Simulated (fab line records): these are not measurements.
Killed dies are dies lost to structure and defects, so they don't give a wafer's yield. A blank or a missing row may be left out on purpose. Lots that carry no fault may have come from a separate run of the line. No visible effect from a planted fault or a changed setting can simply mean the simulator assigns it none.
Split-lot study / flow n5 finfet / 7 lots, 21 wafers read, on a route of 1938 steps

## THE SPLIT
At N5_BEOL_M1_EXPOSE_08 (exposes mask M1), the setting dose mj was moved away from the recipe's 33 on 5 of the 21 wafers read, by -5.7% to +6.6%. The other wafers ran this setting at the recipe's value.

## FROM THE SPLIT TO THE READING: what the file shows between them, 2 steps
- N5_BEOL_M1_PEB_09: peb time 60 s
- N5_BEOL_M1_DEVELOP_10: develop time 30 s

## THE READING
At N5_BEOL_M1_CD_MEAS_11: cd nm in nanometres, against a target cd of 17.05 nm. On this fab line, fault-free wafers typically give 17.07 nm with a standard deviation of 0.22 nm.

wafer=L074.2; tool, chamber at the split=euv scanner-02, 0; dose mj as run=33; against the recipe=recipe; cd nm, nm=17.03; against lot-mates on the recipe=-
wafer=L074.4; tool, chamber at the split=euv scanner-02, 0; dose mj as run=33; against the recipe=recipe; cd nm, nm=17.09; against lot-mates on the recipe=-
wafer=L074.6; tool, chamber at the split=euv scanner-02, 0; dose mj as run=33; against the recipe=recipe; cd nm, nm=17.43; against lot-mates on the recipe=-
wafer=L076.1; tool, chamber at the split=euv scanner-01, 0; dose mj as run=33; against the recipe=recipe; cd nm, nm=17.12; against lot-mates on the recipe=-
wafer=L076.4; tool, chamber at the split=euv scanner-01, 0; dose mj as run=32.03; against the recipe=-2.9%; cd nm, nm=16.36; against lot-mates on the recipe=-0.76
wafer=L076.6; tool, chamber at the split=euv scanner-01, 0; dose mj as run=32.03; against the recipe=-2.9%; cd nm, nm=16.48; against lot-mates on the recipe=-0.64
wafer=L080.1; tool, chamber at the split=euv scanner-01, 0; dose mj as run=33; against the recipe=recipe; cd nm, nm=17.13; against lot-mates on the recipe=-
wafer=L080.4; tool, chamber at the split=euv scanner-01, 0; dose mj as run=33; against the recipe=recipe; cd nm, nm=16.76; against lot-mates on the recipe=-
wafer=L080.5; tool, chamber at the split=euv scanner-01, 0; dose mj as run=33; against the recipe=recipe; cd nm, nm=17.19; against lot-mates on the recipe=-
wafer=L083.1; tool, chamber at the split=euv scanner-02, 0; dose mj as run=33; against the recipe=recipe; cd nm, nm=16.91; against lot-mates on the recipe=-
wafer=L083.3; tool, chamber at the split=euv scanner-02, 0; dose mj as run=33; against the recipe=recipe; cd nm, nm=17.50; against lot-mates on the recipe=-
wafer=L083.5; tool, chamber at the split=euv scanner-02, 0; dose mj as run=33; against the recipe=recipe; cd nm, nm=16.76; against lot-mates on the recipe=-
wafer=L089.1; tool, chamber at the split=euv scanner-01, 0; dose mj as run=33; against the recipe=recipe; cd nm, nm=16.76; against lot-mates on the recipe=-
wafer=L089.3; tool, chamber at the split=euv scanner-01, 0; dose mj as run=33; against the recipe=recipe; cd nm, nm=17.22; against lot-mates on the recipe=-
wafer=L089.5; tool, chamber at the split=euv scanner-01, 0; dose mj as run=33; against the recipe=recipe; cd nm, nm=17.33; against lot-mates on the recipe=-
wafer=L096.3; tool, chamber at the split=euv scanner-01, 0; dose mj as run=31.13; against the recipe=-5.7%; cd nm, nm=15.73; against lot-mates on the recipe=-1.23
wafer=L096.5; tool, chamber at the split=euv scanner-01, 0; dose mj as run=33; against the recipe=recipe; cd nm, nm=17.08; against lot-mates on the recipe=-
wafer=L096.6; tool, chamber at the split=euv scanner-01, 0; dose mj as run=33; against the recipe=recipe; cd nm, nm=16.84; against lot-mates on the recipe=-
wafer=L097.1; tool, chamber at the split=euv scanner-02, 0; dose mj as run=33; against the recipe=recipe; cd nm, nm=16.78; against lot-mates on the recipe=-
wafer=L097.2; tool, chamber at the split=euv scanner-02, 0; dose mj as run=35.17; against the recipe=+6.6%; cd nm, nm=18.34; against lot-mates on the recipe=+1.56
wafer=L097.5; tool, chamber at the split=euv scanner-02, 0; dose mj as run=35.17; against the recipe=+6.6%; cd nm, nm=18.34; against lot-mates on the recipe=+1.56

THE FIT
A straight line over all 21 wafers: cd nm changes by +0.207 nm for each +1% of dose mj; r = +0.93; the points scatter about the line by 0.22 nm.
The same after taking each lot's own level away (the mean of its wafers on the recipe; 21 wafers): +0.233 nm for each +1%; r = +0.95; scatter 0.2 nm.
Per that fit: largest dose mj move, reading shift of 1.5 nm.
Measured against the standard deviation above, the lots' own levels, which go from 16.780 to 17.183 nm, span 1.8 times it.
Hence the slope depends on the lot-to-lot level, as the two fits are not the same.
Check: for one of the wafers moved furthest among these (+6.6%), held out of the fit, the line's prediction against its lot-mates is +1.52 nm. Against them it came out at +1.56 nm.

## ADDITIONAL SPLITS CARRIED BY THESE WAFERS
Note: prior to the reading, these wafers also went through further splits. Each is held against what the fit with the lots' levels taken away leaves over:
other split on the same wafers=N5_BEOL_M0_SAQP_PECVD_03 time s; wafers away from the commonest value=5; r with cd nm (lot level and that fit taken away)=+0.16
other split on the same wafers=N5_BEOL_M0_ETCH_109 bias w; wafers away from the commonest value=5; r with cd nm (lot level and that fit taken away)=-0.12
other split on the same wafers=N5_BEOL_M1_ILD_DEP_00 time s; wafers away from the commonest value=4; r with cd nm (lot level and that fit taken away)=+0.10

## THE WHOLE CHAIN: every reading that the file lists as answering this split, in the file's order
step=N5_BEOL_M1_CD_MEAS_11; what it does=target cd 17.05 nm; reading=cd nm; change (the file's fit)=+0.23 nm for each +1% of the setting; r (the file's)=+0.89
step=N5_BEOL_M1_ETCH_74; what it does=etches underlayer in N2/H2, target depth 6.5 nm, time 5.2 s; reading=BEOL_M1.cd offset nm (the simulator's own value, which no gauge read); change (the file's fit)=+0.182 nm for each +1% of the setting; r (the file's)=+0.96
step=N5_BEOL_M1_ETCH_63; what it does=etches SiARC in CF4, target depth 15.6 nm, time 26 s; reading=BEOL_M1.cd offset nm (the simulator's own value, which no gauge read); change (the file's fit)=+0.175 nm for each +1% of the setting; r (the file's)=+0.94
step=N5_BEOL_M1_ETCH_64; what it does=etches SOC in N2/H2, target depth 75 nm, overetch 15 nm, time 112.5 s; reading=BEOL_M1.cd offset nm (the simulator's own value, which no gauge read); change (the file's fit)=+0.16 nm for each +1% of the setting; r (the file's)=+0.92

## THE FILE'S OWN FIT
cd nm changes by +0.23 nm for each +1% of dose mj, r = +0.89.
